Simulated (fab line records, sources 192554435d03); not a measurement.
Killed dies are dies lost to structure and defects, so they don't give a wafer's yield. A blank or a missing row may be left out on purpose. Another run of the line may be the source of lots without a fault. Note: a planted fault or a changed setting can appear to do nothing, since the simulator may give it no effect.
Split-lot experiment -- flow n5 finfet -- route with 1938 steps; 7 lots, 21 wafers read

## THE SPLIT ITSELF
At N5_BEOL_M5_ETCH_41 (etches SiCN in CH3F/O2, target depth 31.5 nm, time 56.7 s), the setting source w was moved away from the recipe's 395 W on 7 of the 21 wafers read, by -13.5% to +7.6%. The other wafers ran this setting at the recipe's value.

The split's own step is where the reading is taken.

## THE READING
rf vpp V, in V, at N5_BEOL_M5_ETCH_41 (etches SiCN in CH3F/O2, target depth 31.5 nm, time 56.7 s). On this fab line, fault-free wafers typically give 298.2 V with a standard deviation of 1.7 V.

wafer,"tool, chamber at the split","source w as run, W",against the recipe,"rf vpp V, V",against lot-mates on the recipe
L078.1,"rie diel-04, 0",358.2,-9.3%,308.5,+10.4
L078.3,"rie diel-04, 2",395,recipe,298.6,-
L078.5,"rie diel-04, 2",395,recipe,297.5,-
L079.3,"rie diel-06, 0",395,recipe,297.0,-
L079.4,"rie diel-06, 3",395,recipe,299.6,-
L079.6,"rie diel-06, 2",395,recipe,300.1,-
L081.3,"rie diel-06, 0",342.1,-13.4%,311.3,+13.9
L081.4,"rie diel-06, 2",395,recipe,300.2,-
L081.6,"rie diel-06, 0",395,recipe,294.6,-
L085.1,"rie diel-02, 3",341.6,-13.5%,313.9,no lot-mate on the recipe
L085.2,"rie diel-02, 0",341.6,-13.5%,315.1,no lot-mate on the recipe
L085.3,"rie diel-02, 2",341.6,-13.5%,311.4,no lot-mate on the recipe
L089.1,"rie diel-02, 0",395,recipe,299.4,-
L089.3,"rie diel-02, 3",395,recipe,298.6,-
L089.4,"rie diel-02, 1",344.9,-12.7%,314.3,+15.3
L092.2,"rie diel-06, 1",395,recipe,294.7,-
L092.3,"rie diel-06, 3",395,recipe,298.3,-
L092.5,"rie diel-06, 0",395,recipe,295.8,-
L093.1,"rie diel-02, 1",395,recipe,301.1,-
L093.4,"rie diel-02, 0",425.2,+7.6%,292.7,-7.8
L093.6,"rie diel-02, 1",395,recipe,299.9,-

FIT RESULTS
A straight line over all 21 wafers: rf vpp V changes by -1.08 V for each +1% of source w; r = -0.96; the points scatter about the line by 2 V.
The same after taking each lot's own level away (the mean of its wafers on the recipe; 18 wafers): -1.1 V for each +1%; r = -0.97; scatter 1.4 V.
According to that fit, moving source w by its largest amount changes the reading by 15 V.
The lots' own levels span 296.27 to 300.50 V, that is 2.5 times the standard deviation above.
Consequently the slope shifts little with the lot-to-lot level, the two slopes agreeing.
Check: +15.4 V against its lot-mates is what the line predicts for one of the wafers moved furthest among these (-13.4%) when that wafer is left out of the fit. Against them it came out at +13.9 V.
Tool readings at the split's step, against how far the setting was moved: rf vpp V r = -0.96.

## THE OTHER SPLITS THESE WAFERS WENT THROUGH
Other splits were also applied to these wafers ahead of the reading. Each is held against what the fit with the lots' levels taken away leaves over:
other split on the same wafers,wafers away from the commonest value,r with rf vpp V (lot level and that fit taken away)
N5_BEOL_M5_ETCH_68 bias w,9,+0.16

## THE WHOLE CHAIN: every reading that the file lists as answering this split, in the file's order
step,what it does,reading,change (the file's fit),r (the file's)
N5_BEOL_M5_ETCH_41,"etches SiCN in CH3F/O2, target depth 31.5 nm, time 56.7 s",rf vpp V,-1.11 V for each +1% of the setting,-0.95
N5_BEOL_M5_ETCH_41,"etches SiCN in CH3F/O2, target depth 31.5 nm, time 56.7 s","etch.depth nm (the simulator's own value, which no gauge read)",+0.0989 nm for each +1% of the setting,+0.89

## THE FILE'S OWN FIT
rf vpp V changes by -1.11 V for each +1% of source w, r = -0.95.
